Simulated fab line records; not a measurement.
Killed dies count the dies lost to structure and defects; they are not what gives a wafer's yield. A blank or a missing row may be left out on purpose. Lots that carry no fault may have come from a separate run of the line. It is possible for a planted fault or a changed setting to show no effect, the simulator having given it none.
Which tool is to blame? ; flow n5Finfet ; 10 lots, 30 wafers sampled, at 5 steps of a route of 1938

WHAT THE GAUGES SHOWED, per wafer
The record holds no reading of a measuring or inspecting step that can be judged against a usual standard deviation.

WHAT TOOL EACH LOT RAN ON (gives the tool, then ch and the chambers of the sampled wafers, and finally the start)
lot;N5_BEOL_M0_CUTY_ETCH_63;N5_BEOL_M0_STRIP_140;N5_BEOL_M0_STRIP_104;N5_BEOL_M0_TRENCH_ETCH_107;N5_PASSIVATION_PROBE_49
L675;rieDiel-03 ch 2,3, day 7 06:34;rieDiel-05 ch 0,2,3, day 7 07:04;rieDiel-05 ch 0,2,3, day 7 07:05;rieDiel-05 ch 1,2,3, day 7 07:16;-
L676;rieDiel-06 ch 0,1,2, day 7 07:12;rieDiel-06 ch 2,3, day 7 08:49;rieDiel-06 ch 2,3, day 7 08:50;rieDiel-03 ch 0,2, day 7 09:11;-
L679;rieDiel-05 ch 0,3, day 7 15:54;rieDiel-06 ch 0,1,3, day 7 16:43;rieDiel-06 ch 0,1,3, day 7 16:44;rieDiel-06 ch 1,3, day 7 17:05;-
L681;rieDiel-06 ch 0,1, day 8 00:32;rieDiel-06 ch 0,1, day 8 01:29;rieDiel-06 ch 0,1, day 8 01:30;rieDiel-03 ch 0,1,3, day 8 02:07;-
L682;rieDiel-06 ch 0,1,3, day 8 05:16;rieDiel-05 ch 1,3, day 8 06:03;rieDiel-05 ch 1,3, day 8 06:05;rieDiel-05 ch 1,3, day 8 06:17;prober-02, day 14 08:03
L683;rieDiel-06 ch 0,2,3, day 8 16:07;rieDiel-06 ch 0,1,2, day 8 17:11;rieDiel-06 ch 0,1,2, day 8 17:12;rieDiel-05 ch 0,1,2, day 8 17:51;-
L687;rieDiel-06 ch 0,3, day 9 12:24;rieDiel-06 ch 2,3, day 9 12:52;rieDiel-06 ch 2,3, day 9 12:53;rieDiel-03 ch 1,2,3, day 9 13:04;-
L688;rieDiel-05 ch 0,1,3, day 9 17:54;rieDiel-05 ch 0,2,3, day 9 18:32;rieDiel-05 ch 0,2,3, day 9 18:34;rieDiel-03 ch 0,1,2, day 9 18:44;-
L689;rieDiel-03 ch 0,1,2, day 9 21:45;rieDiel-06 ch 0,2,3, day 9 23:35;rieDiel-06 ch 0,2,3, day 9 23:36;rieDiel-03 ch 2,3, day 9 23:46;-
L690;rieDiel-06 ch 1,2,3, day 10 07:31;rieDiel-06 ch 1,2,3, day 10 08:40;rieDiel-06 ch 1,2,3, day 10 08:41;rieDiel-06 ch 1,2, day 10 08:51;-
- N5_BEOL_M0_CUTY_ETCH_63: etches SOC in N2/H2, target depth 82.7 nm, overetch 16.5 nm, time 124 s.
- N5_BEOL_M0_STRIP_140: strips in CF4.
- N5_BEOL_M0_STRIP_104: strips in N2/H2.
- N5_BEOL_M0_TRENCH_ETCH_107: etches SiOC in C4F6/O2, target depth 32.8 nm, time 16.4 s.
- N5_PASSIVATION_PROBE_49

AS READ BY THE TOOLS THEMSELVES (means over the sampled wafers that have a number; for cases with no such wafer, the mark the record gives instead)
N5_BEOL_M0_CUTY_ETCH_63. Usual: drypumpMotorCurrentA 5.6 A, standard deviation 0.45; oesProductAu 0.64 a.u., standard deviation 0.07; rfVppV 523.5 V, standard deviation 2.7; showerheadPlenumPTorr 2.53 Torr, standard deviation 0.092; throttleValvePct 17.72 %, standard deviation 0.22.
lot;tool;drypumpMotorCurrentA (A);oesProductAu (a.u.);rfVppV (V);showerheadPlenumPTorr (Torr);throttleValvePct (%);flag
L675;rieDiel-03;6.0;0.65;521.1;2.46;17.86;
L676;rieDiel-06;5.4;0.59;523.5;2.52;17.76;
L679;rieDiel-05;5.5;0.64;522.9;2.51;17.82;
L681;rieDiel-06;5.1;0.60;525.5;2.59;17.82;
L682;rieDiel-06;5.6;0.60;522.3;2.52;17.72;
L683;rieDiel-06;5.7;0.66;524.6;2.58;17.75;
L687;rieDiel-06;5.5;0.57;523.3;2.54;17.95;
L688;rieDiel-05;5.4;0.63;523.4;2.51;17.88;
L689;rieDiel-03;5.9;0.67;522.6;2.49;17.86;
L690;rieDiel-06;5.8;0.65;523.7;2.55;17.58;

N5_BEOL_M0_STRIP_140. Usual: biasPowerW 74.99 W, standard deviation 0.23; cf4FlowSccm 150.0 sccm, standard deviation 0.45; drypumpMotorCurrentA 5.6 A, standard deviation 0.42; oesProductAu 0.78 a.u., standard deviation 0.086; rfVppV 270.8 V, standard deviation 1.5; showerheadPlenumPTorr 1.78 Torr, standard deviation 0.055; throttleValvePct 13.54 %, standard deviation 0.16.
lot;tool;biasPowerW (W);cf4FlowSccm (sccm);drypumpMotorCurrentA (A);oesProductAu (a.u.);rfVppV (V);showerheadPlenumPTorr (Torr);throttleValvePct (%);flag
L675;rieDiel-05;75.04;150.2;5.5;0.80;270.9;1.80;13.50;
L676;rieDiel-06;75.03;150.2;6.1;0.70;269.0;1.71;13.65;
L679;rieDiel-06;74.87;150.4;5.6;0.73;270.6;1.78;13.58;
L681;rieDiel-06;74.82;149.4;5.3;0.74;271.3;1.81;13.50;
L682;rieDiel-05;74.96;150.3;5.2;0.77;270.8;1.77;13.59;
L683;rieDiel-06;75.07;150.0;5.3;0.81;271.2;1.85;13.49;
L687;rieDiel-06;74.97;149.6;5.9;0.86;271.2;1.84;13.40;
L688;rieDiel-05;75.13;149.8;5.5;0.77;271.2;1.80;13.53;
L689;rieDiel-06;74.95;149.9;5.7;0.77;272.4;1.81;13.61;
L690;rieDiel-06;75.11;150.3;5.8;0.79;270.5;1.80;13.44;

N5_BEOL_M0_STRIP_104. Usual: biasPowerW 6.998 W, standard deviation 0.019; chamberPressureMTorr 20.00 mTorr, standard deviation 0.036; drypumpMotorCurrentA 5.6 A, standard deviation 0.42; oesProductAu 0.79 a.u., standard deviation 0.095; rfVppV 59.2 V, standard deviation 1.6; showerheadPlenumPTorr 2.53 Torr, standard deviation 0.08; throttleValvePct 23.53 %, standard deviation 0.27.
lot;tool;biasPowerW (W);chamberPressureMTorr (mTorr);drypumpMotorCurrentA (A);oesProductAu (a.u.);rfVppV (V);showerheadPlenumPTorr (Torr);throttleValvePct (%);flag
L675;rieDiel-05;7.015;20.00;5.5;0.80;59.0;2.54;23.51;
L676;rieDiel-06;7.018;19.99;6.1;0.71;59.2;2.41;23.39;
L679;rieDiel-06;6.990;20.02;5.6;0.73;59.3;2.52;23.43;
L681;rieDiel-06;-;-;-;-;-;-;-;OFF
L682;rieDiel-05;-;-;-;-;-;-;-;OFF
L683;rieDiel-06;-;-;-;-;-;-;-;OFF
L687;rieDiel-06;6.986;20.00;5.9;0.86;59.5;2.61;23.28;
L688;rieDiel-05;6.999;19.99;5.5;0.78;59.1;2.54;23.52;
L689;rieDiel-06;6.988;19.96;5.7;0.78;59.8;2.57;23.51;
L690;rieDiel-06;7.002;20.00;5.8;0.79;58.4;2.55;23.27;

N5_BEOL_M0_TRENCH_ETCH_107. Usual: drypumpMotorCurrentA 5.7 A, standard deviation 0.42; oes_ar_750_au 0.80 a.u., standard deviation 0.082; oesProductAu 0.80 a.u., standard deviation 0.091; rfVppV 668 V, standard deviation 12; showerheadPlenumPTorr 2.82 Torr, standard deviation 0.082; throttleValvePct 20.83 %, standard deviation 0.14.
lot;tool;drypumpMotorCurrentA (A);oes_ar_750_au (a.u.);oesProductAu (a.u.);rfVppV (V);showerheadPlenumPTorr (Torr);throttleValvePct (%);flag
L675;rieDiel-05;5.4;0.81;0.81;676;2.87;20.81;
L676;rieDiel-03;6.1;0.80;0.79;664;2.76;20.92;
L679;rieDiel-06;6.1;0.75;0.74;664;2.77;20.73;
L681;rieDiel-03;5.7;0.89;0.90;675;2.82;20.85;
L682;rieDiel-05;5.2;0.79;0.80;667;2.82;20.91;
L683;rieDiel-05;5.5;0.73;0.74;664;2.87;20.81;
L687;rieDiel-03;5.6;0.84;0.85;675;2.80;20.85;
L688;rieDiel-03;5.9;0.83;0.83;671;2.79;20.89;
L689;rieDiel-03;6.0;0.78;0.77;666;2.74;20.87;
L690;rieDiel-06;5.5;0.82;0.81;659;2.89;20.55;

N5_PASSIVATION_PROBE_49. Usual: defectLimitedYield 91.3 %, standard deviation 1.5; killed_at_M0_to_M3 34, standard deviation 11; killed_at_M4_up 14, standard deviation 6.1; killedAtContacts 12, standard deviation 5.9; killedAtFrontEnd 39, standard deviation 11; killedAtOther 4, standard deviation 3.3; killedDies 102, standard deviation 18; killedOpen 67, standard deviation 13; killedShort 33, standard deviation 7.9; sort_bin_5_function 5.1 %, standard deviation 1; sort_bin_6_memory 3.3 %, standard deviation 0.7; sort_bin_8_speed 0.1 %, standard deviation 0.69; sortNPass 1077, standard deviation 19; sortYieldPct 91.3 %, standard deviation 1.6.
lot;tool;defectLimitedYield (%);killed_at_M0_to_M3;killed_at_M4_up;killedAtContacts;killedAtFrontEnd;killedAtOther;killedDies;killedOpen;killedShort;sort_bin_5_function (%);sort_bin_6_memory (%);sort_bin_8_speed (%);sortNPass;sortYieldPct (%);flag
L682;prober-02;92.2;21;18;11;38;3;92;63;26;4.6;2.9;0.0;1088;92.2;

THE ANSWER, worked out from the rows above alone
Rule: a lot is off if the mean of its wafers that have a number lies more than 3 standard deviations from the usual mean. A lot without any number at a reading at which 4 lots or more have one is off too. The other lots that the step has rows for count as sound. After the gauges, taken in route order, come the tools' own readings; for these a lot's mean is taken, as printed above. The first step at which some lot is off is used, and at that step the reading that is off furthest; a lot without a number counts as furthest.
Off: L681, L682, L683 (N5_BEOL_M0_STRIP_104, biasPowerW). Without a number there: L681, L682, L683.
A tool fits if, at that step or a process step before it, it ran every lot that is off, and no sound lot after the first of them. No candidate that was tried fits.

WHAT THE SIMULATOR HAD PUT IN
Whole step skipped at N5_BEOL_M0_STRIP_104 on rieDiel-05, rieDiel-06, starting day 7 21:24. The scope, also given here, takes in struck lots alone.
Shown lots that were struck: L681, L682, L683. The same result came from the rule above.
